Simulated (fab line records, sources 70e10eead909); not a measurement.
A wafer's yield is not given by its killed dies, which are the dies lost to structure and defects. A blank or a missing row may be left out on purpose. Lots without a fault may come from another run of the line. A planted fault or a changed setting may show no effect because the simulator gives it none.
Which tool was responsible?    flow nand harc    12 lots, 36 wafers sampled, at 2 steps of a route of 1302

## WHAT THE GAUGES READ, wafer by wafer
NHARC_A_CHANNEL_HOLE_D2_CD_MEAS_18. Usual: cd nm 99.0 nm, standard deviation 2.4.
lot   measured      on         cd nm (nm)         flag
L258  day 13 02:03  cd sem-03  97.9 102.6 100.0   
L259  day 13 19:29  cd sem-02  97.2 97.8 100.8    
L260  day 14 02:50  cd sem-02  102.8 104.4 98.8   
L261  day 14 07:34  cd sem-03  103.0 102.4 97.7   
L262  day 15 01:31  cd sem-02  98.2 96.1 95.7     
L264  day 15 20:52  cd sem-03  98.9 99.5 101.6    
L270  day 18 01:56  cd sem-02  101.1 103.2 100.2  
L269  day 18 03:54  cd sem-01  99.7 101.3 99.1    
L276  day 20 21:03  cd sem-02  93.8 97.6 96.4     
L277  day 20 21:24  cd sem-03  99.8 97.9 94.1     
L278  day 21 16:07  cd sem-03  93.1 100.5 96.3    
L279  day 22 03:44  cd sem-01  94.8 97.7 100.2    

## TOOL THAT RAN EACH LOT (tool first, then ch and the chambers of the sampled wafers, then the start)
lot   NHARC_A_CHANNEL_HOLE_D2_ETCH_34
L258  rie diel-08 ch 1,2,3, day 13 02:03 or earlier
L259  rie diel-08 ch 0,1,3, day 13 19:29 or earlier
L260  rie diel-01 ch 0,1, day 14 02:50 or earlier
L261  rie diel-01 ch 1,3, day 14 07:34 or earlier
L262  rie diel-08 ch 1,2, day 15 01:31 or earlier
L264  rie diel-08 ch 0,1,2, day 15 20:52 or earlier
L270  rie diel-01 ch 1,2, day 18 01:56 or earlier
L269  rie diel-08 ch 0,2,3, day 18 03:54 or earlier
L276  rie diel-08 ch 0,1,3, day 20 21:03 or earlier
L277  rie diel-01 ch 0,2,3, day 20 21:24 or earlier
L278  rie diel-08 ch 0,3, day 21 16:07 or earlier
L279  rie diel-01 ch 0,2,3, day 22 03:44 or earlier
- NHARC_A_CHANNEL_HOLE_D2_ETCH_34: etches the open film in CF4/CHF3, target depth 154 nm, time 77 s.

## AS READ BY THE TOOLS THEMSELVES (means over the sampled wafers that have a number; for cases with no such wafer, the mark the record gives instead)
NHARC_A_CHANNEL_HOLE_D2_ETCH_34. Usual: drypump motor current A 5.7 A, standard deviation 0.38; oes product au 0.954 a.u., standard deviation 0.021; rf vpp V 370.0 V, standard deviation 2.2; showerhead plenum p Torr 1.56 Torr, standard deviation 0.062; throttle valve pct 16.803 %, standard deviation 0.0084.
lot   tool         drypump motor current A (A)  oes product au (a.u.)  rf vpp V (V)  showerhead plenum p Torr (Torr)  throttle valve pct (%)  flag
L258  rie diel-08  5.8                          0.969                  369.7         1.55                             16.802                  
L259  rie diel-08  5.7                          0.954                  369.3         1.55                             16.803                  
L260  rie diel-01  6.3                          0.941                  370.3         1.61                             16.804                  
L261  rie diel-01  5.5                          0.976                  372.1         1.63                             16.807                  
L262  rie diel-08  5.8                          0.964                  368.5         1.51                             16.796                  
L264  rie diel-08  5.7                          0.954                  367.8         1.50                             16.808                  
L270  rie diel-01  6.3                          0.976                  373.2         1.66                             16.807                  
L269  rie diel-08  5.6                          0.965                  368.9         1.54                             16.804                  
L276  rie diel-08  5.7                          0.911                  369.3         1.54                             16.805                  
L277  rie diel-01  5.5                          0.968                  371.8         1.60                             16.802                  
L278  rie diel-08  5.7                          0.961                  371.2         1.58                             16.796                  
L279  rie diel-01  5.5                          0.969                  371.5         1.60                             16.801                  

## THE ANSWER, worked out from the rows above alone
Rule: lot off if the mean of its wafers having a number is beyond 3 standard deviations from the usual mean. Also off: a lot with no number at a reading for which 4 or more lots have one. All remaining lots with rows at the step are treated as sound. First the gauges in route order, then the tools' own readings, where a lot's mean is used as printed above. At the first step where some lot is off, the reading lying furthest off is the one used; lots without a number count as furthest.
No lot is off at any reading shown: from this, nothing can be told.

## WHAT THE SIMULATOR HAD PUT IN
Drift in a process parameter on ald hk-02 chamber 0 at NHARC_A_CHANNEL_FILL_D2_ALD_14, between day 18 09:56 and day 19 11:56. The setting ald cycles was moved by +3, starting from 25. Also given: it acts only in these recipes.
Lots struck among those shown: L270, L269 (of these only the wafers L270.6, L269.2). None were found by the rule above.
